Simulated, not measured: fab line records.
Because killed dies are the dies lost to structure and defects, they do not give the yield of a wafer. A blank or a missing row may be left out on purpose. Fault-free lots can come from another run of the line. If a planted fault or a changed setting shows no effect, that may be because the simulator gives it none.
fab line records	flow n5Finfet	part 1 of 2: steps 1 to 4 of 6
record lots=21	wafers=63	lastDay=18
route steps=1938 shown BEOL_M0_SAQP@656 BEOL_M0@726
lots that met no fault: from a run of the same line without faults
startH: start of the lot's first displayed wafer, in hours after the record's first day	waitH: hours since the lot's step before	" the same as in the row above	L1.1+2: a single row standing in for several wafers	- either no value or no given start	* or withheld: withheld	< > ~ a bound
route shown NAME@n: names a module that has steps shown in the file, with the first one's number in the route	usual: mean/standard deviation taken from wafers without a fault	same: alike in all rows	chamber/n: place in a boat	sites: per-site readings	_std_site: the standard deviation of these	_edge_site: the outer-site mean with the inner-site mean subtracted	radiusMm: for every site, how far away it sits from the centre of the wafer	mask NAME#n: copy n	behind: the last tool/chamber to shape the wafer	hold: the reason the lot was held/the length of the hold in hours/how it ended	device: which transistor (n, p or np) failed to switch	end of line: tests of these same wafers at the route's end	a step without rows: its recipe alone	killed: the dies lost at the first sort to structure and to defects; this is not the yield of the wafer	map: dies across one wafer; x = killed, . = not, _ = none there
set.NAME: the setting that was run; set.NAME@STEP: the one run at that earlier step	model.NAME: the simulator's own value behind a step, which no gauge read
one table for each step of the route and one row for each wafer, over a sample of lots
services: when a tool's chamber went out of use (startH, in hours from the record's first day, below 0 if earlier), for how many hours, and the reason
## steps
# step N5_BEOL_M0_SAQP_HM_OPEN_112
# recipe chemistry=CHF3/O2	target=SiO2	stopOn=a-Si	targetDepthA=120	overEtchFrac=1.25	maskMaterial=SOC	timeS=13.5	pressureMtorr=30	sourceW=650	biasW=170	Ar_flow_sccm=200	CHF3_flow_sccm=50	O2_flow_sccm=5	ionEnergyEv=200	ends=endPoint
# usual drypumpMotorCurrentA=5.8/0.51	oesProductAu=0.51/0.062	rfVppV=519/9.6	showerheadPlenumPTorr=2.42/0.086	throttleValvePct=18.79/0.2
lot.wafer	tool	chamber	startH	waitH	drypumpMotorCurrentA	oesProductAu	rfHoursCounterH	rfVppV	showerheadPlenumPTorr	throttleValvePct
L074.2	rieDiel-02	2	112.69	0.0	6.7	0.56	48	513	2.45	19.06
L074.3	"	1	"	"	6.2	0.46	236	526	2.39	19.18
L074.6	"	3	"	"	6.5	0.52	-	520	2.42	18.89
L075.2	rieDiel-04	3	114.74	0.0	5.5	0.44	242	501	2.28	18.72
L075.5	"	2	"	"	5.7	0.46	-	526	2.50	18.90
L075.6	"	3	"	"	5.5	0.45	-	500	2.28	18.72
L076.1	rieDiel-04	2	122.60	0.0	5.7	0.46	218	525	2.50	18.92
L076.4	"	1	"	"	5.3	0.45	226	524	2.48	18.73
L076.6	"	2	"	"	5.7	0.46	-	527	2.50	18.90
L077.2	rieDiel-05	1	128.35	0.0	5.6	0.51	123	508	2.33	18.68
L077.5	"	1	"	"	5.6	0.51	-	507	2.33	18.67
L077.6	"	0	"	"	5.5	0.47	-	519	2.48	18.74
L079.1	rieDiel-05	1	142.01	0.0	5.6	0.51	126	506	2.33	18.68
L079.2	"	2	"	"	6.5	0.60	21	509	2.37	18.78
L079.4	"	0	"	"	5.4	0.47	200	520	2.48	18.74
L080.1	rieDiel-02	2	143.71	0.0	6.7	0.56	56	515	2.44	19.09
L080.3	"	1	"	"	6.2	0.45	246	528	2.39	19.21
L080.4	"	3	"	"	6.5	0.51	139	520	2.41	18.92
L081.1	rieDiel-04	0	155.07	0.0	5.4	0.43	241	551	2.46	19.26
L081.3	"	1	"	"	5.3	0.44	236	523	2.48	18.77
L081.5	"	0	"	"	5.4	0.43	-	551	2.46	19.24
L082.2	rieDiel-02	2	159.60	0.0	6.7	0.55	62	516	2.44	19.08
L082.4	"	0	"	"	5.1	0.45	-	515	2.26	18.88
L082.6	"	3	"	"	6.5	0.51	-	520	2.41	18.91
L084.3	rieDiel-02	0	172.66	0.0	5.0	0.45	251	517	2.26	18.89
L084.4	"	2	"	"	6.7	0.55	-	514	2.44	19.09
L084.5	"	3	"	"	6.5	0.51	-	519	2.41	18.93
L085.1	rieDiel-04	1	175.14	0.0	5.3	0.44	242	524	2.48	18.76
L085.4	"	2	"	"	5.7	0.46	236	525	2.49	18.92
L085.5	"	0	"	"	5.4	0.44	-	549	2.46	19.27
L087.3	rieDiel-05	0	190.43	0.0	5.4	0.46	211	520	2.48	18.76
L087.4	"	2	"	"	6.5	0.59	36	511	2.37	18.79
L087.6	"	0	"	"	5.5	0.46	-	521	2.47	18.75
L088.2	rieDiel-05	2	194.03	0.0	6.4	0.59	37	511	2.37	18.78
L088.3	"	0	"	"	5.5	0.46	212	520	2.47	18.77
L088.5	"	1	"	"	5.6	0.51	-	509	2.32	18.70
L089.1	rieDiel-05	2	202.67	0.0	6.5	0.59	40	510	2.37	18.80
L089.2	"	0	"	"	5.5	0.46	215	521	2.47	18.75
L089.4	"	3	"	"	6.3	0.52	105	524	2.31	18.66
L090.3	rieDiel-05	2	205.94	0.0	6.5	0.58	42	510	2.37	18.80
L090.4	"	1	"	"	5.6	0.50	145	507	2.32	18.71
L090.6	"	2	"	"	6.5	0.57	-	512	2.37	18.79
L091.1	rieDiel-02	0	212.26	0.0	5.0	0.66	2	525	2.55	18.43
L091.3	"	2	"	"	6.7	0.54	83	514	2.43	19.12
L091.4	"	1	"	"	6.2	0.60	8	526	2.38	18.79
L092.2	rieDiel-04	2	216.06	0.0	5.7	0.45	251	526	2.49	18.95
L092.4	"	3	"	"	5.5	0.59	-	510	2.56	18.41
L092.6	"	2	"	"	5.7	0.45	-	526	2.49	18.95
L093.2	rieDiel-04	3	220.67	0.0	5.5	0.59	25	509	2.56	18.40
L093.5	"	3	"	"	5.4	0.58	-	509	2.56	18.40
L093.6	"	2	"	"	5.7	0.44	-	524	2.49	18.96
L094.1	rieDiel-04	2	227.67	0.0	5.7	0.44	255	524	2.49	18.95
L094.4	"	0	"	"	5.4	0.64	-	526	2.46	18.89
L094.6	"	2	"	"	5.7	0.45	-	527	2.49	18.96
L095.1	rieDiel-02	1	235.97	0.0	6.2	0.59	15	527	2.38	18.82
L095.3	"	3	"	"	6.5	0.49	172	520	2.40	18.94
L095.4	"	0	"	"	5.0	0.63	9	523	2.54	18.45
L096.2	rieDiel-05	3	239.13	0.0	6.4	0.51	116	526	2.31	18.67
L096.3	"	0	"	"	5.5	0.45	226	519	2.47	18.77
L096.4	"	2	"	"	6.4	0.57	52	511	2.36	18.80
L097.1	rieDiel-05	2	242.87	0.0	6.5	0.57	53	508	2.36	18.83
L097.2	"	3	"	"	6.3	0.51	118	525	2.31	18.68
L097.6	"	1	"	"	5.6	0.49	-	506	2.32	18.72
# step N5_BEOL_M0_SAQP_MANDREL1_REMOVE_100
# recipe chemistry=HBr/Cl2/O2	btTimeS=10	target=a-Si	stopOn=SiNx	endpoint=OES-SiCl	overEtchFrac=0.85	icpW=600	biasW=30	HBr_flow_sccm=150	Cl2_flow_sccm=80	O2_flow_sccm=5	pressureMtorr=10
# usual drypumpMotorCurrentA=5.5/0.41	mfcCl2Sccm=79.97/0.27	oesProductAu=0.996/0.016	throttleValvePct=36.91/0.3
lot.wafer	tool	chamber	startH	waitH	drypumpMotorCurrentA	mfcCl2Sccm	oesProductAu	rfHoursCounterH	throttleValvePct
L074.2	rieSi-06	3	114.57	0.1	5.5	80.00	0.965	123	37.30
L074.3	"	2	"	"	6.5	80.21	1.001	5	36.33
L074.6	"	1	"	"	4.8	80.14	1.008	-	37.28
L075.2	rieSi-03	1	116.10	0.1	5.8	79.77	0.994	166	37.19
L075.5	"	2	"	"	5.3	80.16	1.038	-	36.48
L075.6	"	3	"	"	5.9	80.28	1.010	-	36.65
L076.1	rieSi-06	0	123.87	0.1	5.4	80.35	0.987	135	36.86
L076.4	"	3	"	"	5.5	80.03	0.967	123	37.29
L076.6	"	0	"	"	5.4	80.23	0.999	-	36.88
L077.2	rieSi-03	0	130.21	0.1	5.1	80.10	1.005	26	36.85
L077.5	"	1	"	"	5.7	80.18	0.995	-	37.18
L077.6	"	0	"	"	5.1	80.30	1.010	-	36.82
L079.1	rieSi-03	2	144.02	0.1	5.3	80.47	1.028	140	36.49
L079.2	"	1	"	"	5.8	79.27	0.985	166	37.19
L079.4	"	0	"	"	5.1	80.25	0.999	-	36.84
L080.1	rieSi-06	0	145.50	0.1	5.4	79.48	0.982	135	36.87
L080.3	"	3	"	"	5.5	79.93	0.964	123	37.30
L080.4	"	2	"	"	6.5	79.67	1.001	5	36.34
L081.1	rieSi-06	0	156.33	0.1	5.4	79.93	0.991	136	36.86
L081.3	"	1	"	"	4.8	79.91	1.001	98	37.27
L081.5	"	0	"	"	5.4	80.00	0.995	-	36.87
L082.2	rieSi-01	0	161.66	0.1	5.0	79.94	1.000	6	36.96
L082.4	"	2	"	"	5.8	80.36	0.986	168	37.33
L082.6	"	3	"	"	5.9	79.76	0.998	-	36.90
L084.3	rieSi-03	1	174.79	0.1	5.8	79.73	0.987	167	37.18
L084.4	"	3	"	"	5.9	79.96	0.993	176	36.66
L084.5	"	3	"	"	5.9	79.92	1.000	-	36.68
L085.1	rieSi-03	3	178.60	0.1	5.9	79.77	1.000	177	36.67
L085.4	"	0	"	"	5.1	80.36	1.011	28	36.83
L085.5	"	2	"	"	5.4	80.05	1.027	-	36.47
L087.3	rieSi-06	0	191.99	0.1	5.4	79.45	0.994	136	36.87
L087.4	"	3	"	"	5.5	80.08	0.975	124	37.29
L087.6	"	0	"	"	5.4	79.96	0.984	-	36.87
L088.2	rieSi-01	3	196.12	0.1	5.9	79.36	1.012	88	36.92
L088.3	"	1	"	"	5.6	80.03	0.970	98	36.91
L088.5	"	2	"	"	5.8	79.94	1.003	-	37.32
L089.1	rieSi-01	0	204.77	0.1	5.0	79.85	0.998	7	36.96
L089.2	"	3	"	"	5.8	80.14	1.005	88	36.91
L089.4	"	2	"	"	5.8	79.51	1.000	168	37.31
L090.3	rieSi-01	1	207.49	0.1	5.6	80.24	0.976	98	36.91
L090.4	"	2	"	"	5.8	80.00	0.997	169	37.33
L090.6	"	1	"	"	5.6	80.32	0.977	-	36.91
L091.1	rieSi-03	0	213.52	0.1	5.1	80.20	0.996	28	36.84
L091.3	"	0	"	"	5.1	80.14	1.001	-	36.82
L091.4	"	2	"	"	5.3	79.61	1.025	-	36.47
L092.2	rieSi-06	0	218.06	0.1	5.4	79.90	0.989	137	36.88
L092.4	"	3	"	"	5.6	79.80	0.972	125	37.29
L092.6	"	1	"	"	4.8	79.85	0.982	-	37.27
L093.2	rieSi-03	2	223.07	0.1	5.4	79.87	1.017	142	36.49
L093.5	"	0	"	"	5.1	79.81	0.995	-	36.83
L093.6	"	2	"	"	5.4	80.01	1.013	-	36.49
L094.1	rieSi-01	3	229.46	0.1	5.8	80.48	0.990	88	36.91
L094.4	"	0	"	"	5.0	79.92	0.993	7	36.95
L094.6	"	0	"	"	5.0	80.00	0.992	-	36.95
L095.1	rieSi-03	3	237.39	0.1	5.9	80.09	1.001	177	36.68
L095.3	"	1	"	"	5.8	80.09	0.998	168	37.19
L095.4	"	2	"	"	5.3	79.59	1.024	143	36.47
L096.2	rieSi-01	2	240.43	0.1	5.8	80.16	1.012	169	37.32
L096.3	"	3	"	"	5.8	80.24	1.008	88	36.93
L096.4	"	0	"	"	5.0	80.09	0.999	8	36.96
L097.1	rieSi-03	3	244.18	0.1	5.9	80.02	0.981	177	36.67
L097.2	"	0	"	"	5.1	80.29	0.993	29	36.83
L097.6	"	0	"	"	5.1	79.94	0.987	-	36.84
# step N5_BEOL_M0_SAQP_ETCH_102
# recipe chemistry=CF4	target=SiO2	targetDepthA=40	ionEnergyEv=350	timeS=4.4	pressureMtorr=10	icpW=800	biasW=400	cf4FlowSccm=80
# usual cf4FlowSccm=79.98/0.24	drypumpMotorCurrentA=5.6/0.47	oesProductAu=0.996/0.021	throttleValvePct=21.90/0.27
lot.wafer	tool	chamber	startH	waitH	cf4FlowSccm	drypumpMotorCurrentA	oesProductAu	rfHoursCounterH	throttleValvePct
L074.2	rieSi-01	3	114.82	0.1	79.74	5.9	1.009	86	21.83
L074.3	"	0	"	"	79.90	5.0	0.993	5	21.68
L074.6	"	2	"	"	79.67	5.8	0.991	-	22.35
L075.2	rieSi-01	0	116.36	0.1	79.85	5.0	0.990	5	21.68
L075.5	"	2	"	"	80.10	5.8	1.018	-	22.34
L075.6	"	1	"	"	79.81	5.7	0.971	-	21.98
L076.1	rieSi-03	2	124.13	0.1	80.24	5.3	1.026	140	21.73
L076.4	"	0	"	"	79.77	5.1	1.019	26	22.01
L076.6	"	2	"	"	80.12	5.3	1.024	-	21.74
L077.2	rieSi-01	3	130.47	0.1	80.12	5.9	1.002	86	21.82
L077.5	"	0	"	"	79.56	5.0	0.987	-	21.66
L077.6	"	3	"	"	80.42	5.9	1.016	-	21.83
L079.1	rieSi-06	1	144.28	0.1	79.75	4.8	1.007	97	22.05
L079.2	"	0	"	"	80.59	5.4	1.003	135	21.81
L079.4	"	2	"	"	80.47	6.5	1.030	5	21.39
L080.1	rieSi-03	0	145.75	0.1	80.30	5.1	1.015	27	22.00
L080.3	"	1	"	"	79.92	5.7	0.963	167	22.16
L080.4	"	2	"	"	80.10	5.3	1.032	-	21.72
L081.1	rieSi-03	3	156.58	0.1	80.03	5.9	0.982	176	21.67
L081.3	"	1	"	"	80.34	5.8	0.968	167	22.17
L081.5	"	3	"	"	79.85	5.9	0.995	-	21.69
L082.2	rieSi-06	1	161.91	0.1	80.25	4.8	0.997	98	22.04
L082.4	"	0	"	"	80.10	5.4	0.988	136	21.80
L082.6	"	3	"	"	79.87	5.5	0.955	-	22.21
L084.3	rieSi-01	0	175.04	0.1	80.14	5.0	0.992	6	21.68
L084.4	"	3	"	"	80.41	5.9	1.014	87	21.82
L084.5	"	0	"	"	79.80	5.0	0.997	-	21.67
L085.1	rieSi-06	0	178.85	0.1	80.01	5.4	0.989	136	21.83
L085.4	"	1	"	"	79.78	4.8	0.995	98	22.04
L085.5	"	0	"	"	79.92	5.4	0.992	-	21.80
L087.3	rieSi-06	3	192.24	0.1	80.12	5.5	0.967	124	22.23
L087.4	"	0	"	"	80.10	5.4	0.992	136	21.82
L087.6	"	3	"	"	79.98	5.5	0.969	-	22.23
L088.2	rieSi-06	3	196.38	0.1	80.03	5.5	0.972	124	22.22
L088.3	"	1	"	"	80.11	4.8	1.005	98	22.04
L088.5	"	1	"	"	79.75	4.7	0.994	-	22.05
L089.1	rieSi-06	2	205.03	0.1	79.90	6.4	1.025	6	21.38
L089.2	"	0	"	"	79.97	5.4	1.005	136	21.79
L089.4	"	1	"	"	80.07	4.8	0.994	98	22.04
L090.3	rieSi-03	2	207.74	0.1	79.94	5.3	1.040	142	21.73
L090.4	"	0	"	"	80.01	5.1	1.019	-	22.00
L090.6	"	1	"	"	79.80	5.7	0.968	-	22.16
L091.1	rieSi-06	2	213.81	0.1	79.71	6.5	1.030	7	21.38
L091.3	"	3	"	"	79.85	5.5	0.970	125	22.23
L091.4	"	0	"	"	79.75	5.4	1.002	137	21.81
L092.2	rieSi-01	2	218.32	0.1	79.71	5.8	1.004	169	22.34
L092.4	"	1	"	"	80.27	5.6	0.978	99	21.97
L092.6	"	2	"	"	80.31	5.8	0.995	-	22.33
L093.2	rieSi-01	2	223.46	0.1	79.83	5.8	1.000	169	22.34
L093.5	"	3	"	"	79.74	5.9	1.009	-	21.85
L093.6	"	0	"	"	79.76	5.0	1.001	-	21.68
L094.1	rieSi-06	0	229.72	0.1	80.24	5.4	0.983	137	21.80
L094.4	"	1	"	"	80.15	4.8	0.983	99	22.03
L094.6	"	3	"	"	80.14	5.5	0.959	-	22.21
L095.1	rieSi-01	0	237.68	0.1	80.13	5.0	0.995	7	21.69
L095.3	"	3	"	"	79.67	5.8	1.014	88	21.83
L095.4	"	1	"	"	79.98	5.7	0.991	99	21.97
L096.2	rieSi-03	3	240.68	0.1	80.26	5.9	0.979	177	21.66
L096.3	"	2	"	"	79.93	5.3	1.007	143	21.74
L096.4	"	1	"	"	80.36	5.8	0.956	168	22.16
L097.1	rieSi-06	3	244.44	0.1	80.10	5.5	0.962	125	22.24
L097.2	"	1	"	"	79.77	4.8	0.997	99	22.04
L097.6	"	2	"	"	79.82	6.5	1.009	-	21.38
# step N5_BEOL_M0_SAQP_CUT_ETCH_46
# recipe chemistry=N2/H2	target=SOC	targetDepthA=1350	overetchA=270	tempC=40	timeS=202.5	ionEnergyEv=200	maskMaterial=SiARC	pressureMtorr=30	sourceW=840	biasW=150	n2FlowSccm=200	h2FlowSccm=200
# usual drypumpMotorCurrentA=6.0/0.58	rfVppV=523.8/2.6	showerheadPlenumPTorr=2.54/0.084	throttleValvePct=17.82/0.21
lot.wafer	tool	chamber	startH	waitH	drypumpMotorCurrentA	rfHoursCounterH	rfVppV	showerheadPlenumPTorr	throttleValvePct
L074.2	rieDiel-05	1	117.27	0.0	5.6	119	520.4	2.45	17.65
L074.3	"	0	"	"	5.4	193	525.6	2.63	17.89
L074.6	"	3	"	"	6.4	-	521.0	2.47	17.76
L075.2	rieDiel-04	0	118.90	0.0	5.4	228	525.7	2.61	18.29
L075.5	"	3	"	"	5.5	-	519.4	2.39	17.57
L075.6	"	2	"	"	5.7	-	526.6	2.62	17.73
L076.1	rieDiel-05	2	126.38	0.0	6.5	18	522.9	2.50	17.63
L076.4	"	0	"	"	5.4	195	525.1	2.63	17.89
L076.6	"	1	"	"	5.6	-	521.3	2.45	17.66
L077.2	rieDiel-02	2	132.72	0.0	6.8	53	525.3	2.58	18.01
L077.5	"	0	"	"	5.1	-	519.7	2.39	17.89
L077.6	"	3	"	"	6.5	-	523.7	2.55	17.86
L079.1	rieDiel-05	1	146.59	0.0	5.6	127	522.3	2.45	17.65
L079.2	"	3	"	"	6.4	85	521.6	2.46	17.77
L079.4	"	0	"	"	5.4	201	527.0	2.63	17.91
L080.1	rieDiel-05	1	148.24	0.0	5.6	127	521.5	2.45	17.68
L080.3	"	3	"	"	6.4	86	521.2	2.46	17.75
L080.4	"	2	"	"	6.5	23	522.4	2.49	17.63
L081.1	rieDiel-02	2	158.83	0.0	6.7	61	526.5	2.58	18.02
L081.3	"	0	"	"	5.0	245	518.3	2.39	17.90
L081.5	"	0	"	"	5.0	-	520.4	2.39	17.93
L082.2	rieDiel-04	3	164.54	0.0	5.5	5	529.4	2.70	17.17
L082.4	"	1	"	"	5.3	238	527.8	2.62	17.92
L082.6	"	3	"	"	5.5	-	526.1	2.70	17.17
L084.3	rieDiel-02	2	180.29	0.0	6.7	71	525.2	2.57	18.04
L084.4	"	2	"	"	6.7	-	525.5	2.57	18.03
L084.5	"	0	"	"	5.0	-	520.8	2.38	17.93
L085.1	rieDiel-02	2	181.64	0.0	6.8	71	524.8	2.57	18.05
L085.4	"	3	"	"	6.5	-	524.6	2.54	17.89
L085.5	"	0	"	"	5.0	-	519.2	2.38	17.91
L087.3	rieDiel-05	1	194.64	0.0	5.6	141	521.7	2.44	17.69
L087.4	"	0	"	"	5.5	212	525.9	2.63	17.93
L087.6	"	3	"	"	6.3	-	523.0	2.45	17.80
L088.2	rieDiel-02	2	198.63	0.0	6.7	78	524.4	2.57	18.04
L088.3	"	3	"	"	6.5	160	524.1	2.54	17.90
L088.5	"	3	"	"	6.5	-	523.8	2.54	17.91
L089.1	rieDiel-02	2	207.28	0.0	6.8	81	523.8	2.57	18.08
L089.2	"	3	"	"	6.5	164	522.6	2.54	17.92
L089.4	"	0	"	"	5.1	1	528.4	2.70	17.47
L090.3	rieDiel-04	2	210.38	0.0	5.7	249	525.4	2.60	17.80
L090.4	"	2	"	"	5.7	-	525.4	2.60	17.79
L090.6	"	3	"	"	5.5	-	527.5	2.69	17.21
L091.1	rieDiel-04	2	216.26	0.0	5.7	251	526.7	2.60	17.79
L091.3	"	3	"	"	5.5	23	529.4	2.69	17.22
L091.4	"	3	"	"	5.5	-	529.9	2.69	17.21
L092.2	rieDiel-02	3	220.89	0.0	6.5	167	525.0	2.54	17.91
L092.4	"	1	"	"	6.2	11	522.2	2.50	17.84
L092.6	"	1	"	"	6.2	-	523.3	2.50	17.84
L093.2	rieDiel-02	1	225.82	0.0	6.2	13	522.7	2.50	17.85
L093.5	"	2	"	"	6.7	-	524.3	2.57	18.08
L093.6	"	3	"	"	6.5	-	523.8	2.54	17.92
L094.1	rieDiel-02	2	231.96	0.0	6.7	89	525.3	2.57	18.08
L094.4	"	3	"	"	6.5	170	523.5	2.54	17.93
L094.6	"	2	"	"	6.7	-	525.2	2.57	18.07
L095.1	rieDiel-02	2	239.80	0.0	6.7	92	524.1	2.56	18.07
L095.3	"	0	"	"	5.1	10	528.4	2.70	17.49
L095.4	"	3	"	"	6.5	173	523.1	2.53	17.92
L096.2	rieDiel-05	2	243.24	0.0	6.5	53	522.4	2.48	17.68
L096.3	"	3	"	"	6.4	118	520.5	2.45	17.83
L096.4	"	1	"	"	5.6	157	520.9	2.44	17.73
L097.1	rieDiel-02	0	247.18	0.0	5.1	12	528.9	2.70	17.48
L097.2	"	1	"	"	6.1	19	522.6	2.49	17.84
L097.6	"	0	"	"	5.1	-	528.6	2.70	17.47
